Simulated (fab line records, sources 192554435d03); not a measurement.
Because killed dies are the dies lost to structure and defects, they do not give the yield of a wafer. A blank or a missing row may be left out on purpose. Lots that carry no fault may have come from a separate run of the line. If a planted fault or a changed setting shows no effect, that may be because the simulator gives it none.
What tool caused it? / flow n5-finfet / 8 lots with 24 wafers sampled at 5 steps, on a route of 1938 steps

WHAT EACH GAUGE READ, for each wafer
N5_BEOL_M4_RC_MEAS_101.
lot=L878; measured=day 8 17:11; on=prober-01; REXT_P (ohm.um)=97.8 99.5 98.0
lot=L880; measured=day 9 04:13; on=prober-02; REXT_P (ohm.um)=100.2 97.5 98.2
lot=L881; measured=day 9 01:15; on=prober-02; REXT_P (ohm.um)=106.9 108.9 107.6
lot=L886; measured=day 11 14:48; on=prober-02; REXT_P (ohm.um)=304.2 299.7 301.7
lot=L887; measured=day 13 12:19; on=prober-01; REXT_P (ohm.um)=302.8 296.3 298.2
lot=L894; measured=day 14 05:10; on=prober-01; REXT_P (ohm.um)=103.7 101.7 102.4
lot=L896; measured=day 14 20:09; on=prober-02; REXT_P (ohm.um)=99.5 98.3 100.8
lot=L898; measured=day 14 22:31; on=prober-01; REXT_P (ohm.um)=97.4 95.9 97.7

TOOL THAT RAN EACH LOT (tool first, then ch and the chambers of the sampled wafers, then the start)
lot=L878; N5_SD_EPI_N_ETCH_35=rie-diel-01 ch 0,1, day 3 02:21; N5_SD_EPI_N_ETCH_45=rie-diel-01 ch 0,1, day 3 02:46; N5_SD_EPI_P_DESCUM_14=rie-diel-02 ch 2,3, day 3 06:43; N5_SD_EPI_P_VAPOR_ETCH_44=epi-rpcvd-04 ch 0, day 3 07:52
lot=L880; N5_SD_EPI_N_ETCH_35=rie-diel-04 ch 0,2,3, day 3 14:07; N5_SD_EPI_N_ETCH_45=rie-diel-04 ch 0,2,3, day 3 14:32; N5_SD_EPI_P_DESCUM_14=rie-diel-03 ch 0,1,3, day 3 19:04; N5_SD_EPI_P_VAPOR_ETCH_44=epi-rpcvd-02 ch 0, day 3 20:17
lot=L881; N5_SD_EPI_N_ETCH_35=rie-diel-05 ch 1,2,3, day 3 19:46; N5_SD_EPI_N_ETCH_45=rie-diel-05 ch 1,2,3, day 3 20:11; N5_SD_EPI_P_DESCUM_14=rie-diel-06 ch 0,3, day 4 00:58; N5_SD_EPI_P_VAPOR_ETCH_44=epi-rpcvd-02 ch 0, day 4 02:14
lot=L886; N5_SD_EPI_N_ETCH_35=rie-diel-01 ch 0,1,2, day 5 01:26; N5_SD_EPI_N_ETCH_45=rie-diel-01 ch 0,1,2, day 5 01:52; N5_SD_EPI_P_DESCUM_14=rie-diel-03 ch 0,2,3, day 5 07:31; N5_SD_EPI_P_VAPOR_ETCH_44=epi-rpcvd-04, day 5 08:43
lot=L887; N5_SD_EPI_N_ETCH_35=rie-diel-05 ch 0,1,2, day 5 07:09; N5_SD_EPI_N_ETCH_45=rie-diel-05 ch 0,1,2, day 5 07:34; N5_SD_EPI_P_DESCUM_14=rie-diel-03 ch 0,2, day 5 11:41; N5_SD_EPI_P_VAPOR_ETCH_44=epi-rpcvd-02, day 5 13:01
lot=L894; N5_SD_EPI_N_ETCH_35=rie-diel-04 ch 0,2,3, day 7 01:14; N5_SD_EPI_N_ETCH_45=rie-diel-04 ch 0,2,3, day 7 01:40; N5_SD_EPI_P_DESCUM_14=rie-diel-03 ch 1,3, day 7 05:35; N5_SD_EPI_P_VAPOR_ETCH_44=epi-rpcvd-04 ch 0, day 7 06:47
lot=L896; N5_SD_EPI_N_ETCH_35=rie-diel-05 ch 0,1, day 7 12:17; N5_SD_EPI_N_ETCH_45=rie-diel-05 ch 0,1, day 7 12:43; N5_SD_EPI_P_DESCUM_14=rie-diel-02 ch 1,3, day 7 17:26; N5_SD_EPI_P_VAPOR_ETCH_44=epi-rpcvd-02 ch 0, day 7 18:37
lot=L898; N5_SD_EPI_N_ETCH_35=rie-diel-05 ch 0,2,3, day 8 06:01; N5_SD_EPI_N_ETCH_45=rie-diel-05 ch 0,2,3, day 8 06:26; N5_SD_EPI_P_DESCUM_14=rie-diel-02 ch 0,2,3, day 8 11:50; N5_SD_EPI_P_VAPOR_ETCH_44=epi-rpcvd-02 ch 0, day 8 13:00
- N5_SD_EPI_N_ETCH_35: etches SOC in N2/H2, overetch 108 nm, time 486 s.
- N5_SD_EPI_N_ETCH_45: etches SiOCN in CH3F/O2, target depth 6 nm.
- N5_SD_EPI_P_DESCUM_14: chemistry O2, time 7.9 s.
- N5_SD_EPI_P_VAPOR_ETCH_44: etches SiGe30 in NF3/Ar, time 3.3 s.

THE ANSWER, worked out from the rows above alone
Rule: the usual values come from the lots themselves. Put in order of their means at a reading, lots are off if they are a third of the lots or fewer, leave a main group of 4 or more, and stand apart from it by a gap of 3 or more times the standard deviation of the main group's means; of several such gaps the widest counts. A main group whose means are all the same, to the digits that the tables above print for the reading, isn't used. A lot without any number at a reading at which 4 lots or more have one is off too. Any other lot the step has rows for is counted as sound.
Off: L886, L887, at N5_BEOL_M4_RC_MEAS_101 (REXT_P). The main group: mean 100.7 ohm.um, standard deviation 3.6.
If a tool, at a process step before that reading, ran all the lots that are off and no sound lot after the first of them, it fits. Gauges at N5_BEOL_M4_RC_MEAS_101: tried the same way as those tools. Not one of the candidates tried fits.

WHAT THE SIMULATOR HAD PUT IN
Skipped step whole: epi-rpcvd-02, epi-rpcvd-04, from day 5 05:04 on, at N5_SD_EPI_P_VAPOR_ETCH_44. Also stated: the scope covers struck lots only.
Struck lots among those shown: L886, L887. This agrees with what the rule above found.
